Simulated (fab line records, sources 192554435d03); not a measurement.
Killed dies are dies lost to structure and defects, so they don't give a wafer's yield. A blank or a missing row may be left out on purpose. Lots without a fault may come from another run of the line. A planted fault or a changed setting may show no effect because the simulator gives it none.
Chamber matching | flow n5_finfet | N5_BEOL_M0_SAQP_HM_DEP_111 on pecvd-01: 3 sister chambers
The step deposits SiO2 from SiH4/N2O, target thk 12 nm, time 7.2 s. 3 wafers are shown with their chamber, then 7 later ones without.

WAFERS WITH THEIR CHAMBER
wafer  | chamber | showerhead_plenum_p_Torr (Torr)
L082.2 | 2       | 8.09
L084.2 | 0       | 8.21
L084.3 | 1       | 8.28

WAFERS WITHOUT THEIR CHAMBER
wafer  | showerhead_plenum_p_Torr (Torr)
L084.4 | 8.05
L088.2 | 8.25
L088.5 | 8.07
L088.6 | 8.21
L097.3 | 8.08
L097.5 | 8.08
L097.6 | 8.28

WHICH CHAMBER EACH WENT THROUGH
wafer  | from the rows above     | in truth
L084.4 | 2                       | 2
L088.2 | can't be placed: 1 or 0 | 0
L088.5 | 2                       | 2
L088.6 | 0                       | 0
L097.3 | 2                       | 2
L097.5 | 2                       | 2
L097.6 | 1                       | 1
Placed correctly: 6 of 7. Can't be placed from these rows: 1 (the true chamber is among the candidates in 1). Placed wrongly: 0.
How it was worked out, from the rows above alone: a wafer's distance from a chamber is the root of the sum, over the readings, of the square of ((its reading less the chamber's mean) divided by the reading's scatter). The wafer belongs to the nearest chamber; if the next one is less than 2 further off, it can't be placed. A chamber's mean is the mean of its shown wafers. The scatter: with one shown wafer a chamber, the root of the mean of the squares of how far each hidden wafer lies from its nearest shown one.
